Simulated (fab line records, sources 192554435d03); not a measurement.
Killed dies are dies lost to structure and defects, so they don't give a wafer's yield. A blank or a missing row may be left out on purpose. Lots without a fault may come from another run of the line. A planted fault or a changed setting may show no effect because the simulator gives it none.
One fault seen from 3 desks | flow n5_finfet | each desk has only its own numbers; what lay behind them comes last

THE DEFECT DESK
What the inspections along the route counted, lot by lot: means of the sampled wafers that have a number. A lot is out of limits, marked OUT, if its mean lies more than 4 standard deviations from the usual mean; the brackets give that distance.
Columns: A = raw_defect_count at N5_SDB_INSPECT_36, usual 45
lot  | first seen here | A
L774 | day 4 03:29     | 79
L776 | day 4 17:01     | 51
L778 | day 5 02:46     | 46
L785 | day 7 02:52     | 39
L786 | day 7 07:39     | 66
L790 | day 8 06:10     | 31
L791 | day 8 16:26     | 66
L795 | day 9 11:07     | 35
L796 | day 9 18:35     | 27
This desk's finding: nothing out of limits on any of the 9 lots.

THE TOOL OWNER'S DESK: rtp_anneal-02
The tool's own readings at N5_HKMG_FIN_HK_ANNEAL_02 (time 30 s): means of the sampled wafers that have a number, for each lot that ran on this tool. A lot is out of limits, marked OUT, if its mean lies more than 4 standard deviations from the usual mean; the brackets give that distance. Of its 9 readings 7 are shown: the one that was out of limits first, and those that lie furthest out on some lot.
Columns: A = lamp_power_pct at N5_HKMG_FIN_HK_ANNEAL_02, usual 8.79 %; B = lamp_zone_1_pct at N5_HKMG_FIN_HK_ANNEAL_02, usual 8.798 %; C = lamp_zone_3_pct at N5_HKMG_FIN_HK_ANNEAL_02, usual 8.799 %; D = lamp_zone_4_pct at N5_HKMG_FIN_HK_ANNEAL_02, usual 8.795 %; E = lamp_zone_5_pct at N5_HKMG_FIN_HK_ANNEAL_02, usual 8.797 %; F = lamp_zone_6_pct at N5_HKMG_FIN_HK_ANNEAL_02, usual 8.725 %; G = lamp_zone_7_pct at N5_HKMG_FIN_HK_ANNEAL_02, usual 9.194 %
lot  | first seen here | A               | B                        | C                        | D                        | E                        | F                        | G
L774 | day 4 04:38     | 8.79            | 8.798                    | 8.805                    | 8.802                    | 8.788                    | 8.725                    | 9.196
L776 | day 4 17:47     | 8.79            | 8.809                    | 8.803                    | 8.797                    | 8.792                    | 8.725                    | 9.191
L778 | day 5 03:34     | 8.85            | 8.796                    | 8.797                    | 8.793                    | 8.795                    | 8.718                    | 9.204
L785 | day 7 03:40     | 10.36 (+28) OUT | 10.372 (+99 or more) OUT | 10.370 (+99 or more) OUT | 10.368 (+99 or more) OUT | 10.371 (+99 or more) OUT | 10.278 (+99 or more) OUT | 10.847 (+99 or more) OUT
L786 | day 7 08:43     | 10.34 (+28) OUT | 10.369 (+99 or more) OUT | 10.365 (+99 or more) OUT | 10.368 (+99 or more) OUT | 10.367 (+99 or more) OUT | 10.273 (+99 or more) OUT | 10.841 (+99 or more) OUT
L796 | day 9 19:37     | 8.82            | 8.794                    | 8.799                    | 8.794                    | 8.794                    | 8.716                    | 9.189
This desk's finding: out of limits on L785, L786; first on L785, day 7 03:40 (lamp_power_pct at N5_HKMG_FIN_HK_ANNEAL_02). In limits: L774, L776, L778, L796.

THE METROLOGY DESK
What the gauges read, lot by lot, whatever tool the lot ran on: means of the sampled wafers that have a number. A lot is out of limits, marked OUT, if its mean lies more than 4 standard deviations from the usual mean; the brackets give that distance. Of its 13 readings 7 are shown: the one that was out of limits first, and those that lie furthest out on some lot.
Columns: A = IOFF_N at N5_BEOL_M4_RC_MEAS_101, usual 0.162 nA/um; B = IOFF_P at N5_BEOL_M4_RC_MEAS_101, usual 0.22 nA/um; C = ION_P at N5_BEOL_M4_RC_MEAS_101, usual 464 uA/um; D = RC_DENSE_N at N5_BEOL_M4_RC_MEAS_101, usual 18.9 ohm.um; E = RC_N at N5_BEOL_M4_RC_MEAS_101, usual 15.40 ohm.um; F = RS_SD_N at N5_BEOL_M4_RC_MEAS_101, usual 28.43 ohm/sq; G = VT_P at N5_BEOL_M4_RC_MEAS_101, usual -249 mV
lot  | first seen here | A     | B    | C   | D               | E                | F                | G
L774 | day 8 04:13     | 0.169 | 0.23 | 470 | 18.7            | 15.30            | 28.61            | -247
L776 | day 8 08:53     | 0.196 | 0.26 | 469 | 19.1            | 15.60            | 28.42            | -245
L778 | day 9 03:22     | 0.154 | 0.18 | 454 | 19.0            | 15.42            | 27.81            | -254
L785 | day 11 00:41    | 0.200 | 0.28 | 473 | 20.5 (+5.3) OUT | 16.64 (+5.2) OUT | 29.94 (+5.2) OUT | -245
L786 | day 11 04:33    | 0.217 | 0.31 | 483 | 19.8            | 16.14            | 29.56            | -241
L790 | day 11 23:51    | 0.156 | 0.22 | 465 | 19.0            | 15.50            | 29.06            | -249
L791 | day 12 17:29    | 0.147 | 0.20 | 457 | 18.9            | 15.48            | 28.37            | -252
L795 | day 13 06:13    | 0.124 | 0.18 | 459 | 18.7            | 15.30            | 28.89            | -251
L796 | day 13 09:01    | 0.156 | 0.21 | 462 | 18.8            | 15.34            | 28.73            | -249
This desk's finding: out of limits on L785; first on L785, day 11 00:41 (RC_DENSE_N at N5_BEOL_M4_RC_MEAS_101). In limits: L774, L776, L778, L786, L790, L791, L795, L796.

PUT TOGETHER
The tool owner's desk could have raised an alarm at day 7 03:40, on L785, L786.
The metrology desk could have raised an alarm at day 11 00:41, on L785.
The defect desk saw nothing out of limits.
The defect desk has L785, L786 on record, within its limits.
The metrology desk has L786 on record, within its limits.
Of the lots named, all ran N5_HKMG_FIN_HK_ANNEAL_02 on rtp_anneal-02.

WHAT THE SIMULATOR HAD PUT IN
Process parameter drift: rtp_anneal-02, from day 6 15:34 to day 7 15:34, at N5_HKMG_FIN_HK_ANNEAL_02. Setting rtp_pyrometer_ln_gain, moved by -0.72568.
Lots struck among those shown: L785, L786.
Hours from the fault's start to each desk's first reading out of limits: the tool owner's desk, 12; the metrology desk, 105.
